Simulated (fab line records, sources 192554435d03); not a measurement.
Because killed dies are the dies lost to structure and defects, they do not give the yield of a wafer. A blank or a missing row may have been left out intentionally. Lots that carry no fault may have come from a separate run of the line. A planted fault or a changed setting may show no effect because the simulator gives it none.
Chamber matching -- flow n5_finfet -- N5_SPACER0_ALD_00 on ald_sin-02: 4 sister chambers
The step deposits SiOCN, target thk 3.5 nm, pulse time 3 s, purge time 2 s. 20 wafers are shown with their chamber, then 10 later ones without.

WAFERS PAIRED WITH THEIR CHAMBERS
wafer,chamber,heater_power_w (W),precursor_pulse_height_rel
L075.2,0,800,0.953
L075.5,2,898,1.011
L075.6,0,802,0.996
L077.1,1,885,0.998
L077.4,3,754,0.991
L077.5,1,896,1.015
L084.1,3,745,0.984
L084.2,0,824,0.969
L084.3,2,875,0.974
L084.4,1,875,0.996
L084.5,3,749,1.001
L084.6,2,904,0.957
L088.1,2,904,1.024
L088.2,0,845,1.006
L088.3,3,747,0.994
L088.4,1,876,1.024
L088.5,0,837,0.980
L088.6,3,762,0.972
L091.1,2,888,0.991
L091.3,3,763,0.974

SIGNATURES (means of the wafers above)
reading,chamber 0,chamber 1,chamber 2,chamber 3,scatter within a chamber
heater_power_w,821.60,883.00,893.80,753.33,13.3
precursor_pulse_height_rel,0.98080,1.00825,0.99140,0.98600,0.0192
Rule: distance of a wafer from a chamber = root of the sum over the readings of ((wafer's reading minus chamber's mean) / reading's scatter) squared. The wafer belongs to the nearest chamber; if the next one is less than 2 further off, it can't be placed. How the scatter is found: for the shown wafers, subtract from each reading the mean of its chamber, square and add these, divide the total by (wafers less chambers), then take the root.

WAFERS WHOSE CHAMBER IS MISSING
wafer,heater_power_w (W),precursor_pulse_height_rel
L091.6,837,0.975
L094.1,830,1.048
L094.4,758,1.008
L094.5,906,0.989
L095.1,813,0.963
L095.2,901,1.009
L095.3,898,0.999
L095.4,746,1.001
L095.5,830,1.053
L095.6,767,0.999

EACH ONE'S CHAMBER
wafer,from the rows above,in truth
L091.6,0,0
L094.1,can't be placed: 0 or 1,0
L094.4,3,3
L094.5,can't be placed: 2 or 1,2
L095.1,0,0
L095.2,can't be placed: 2 or 1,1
L095.3,can't be placed: 2 or 1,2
L095.4,3,3
L095.5,can't be placed: 0 or 1 or 2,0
L095.6,3,3
5 of 10 placed correctly. Can't be placed from these rows: 5 (the true chamber is among the candidates in 5). Placed wrongly: 0.
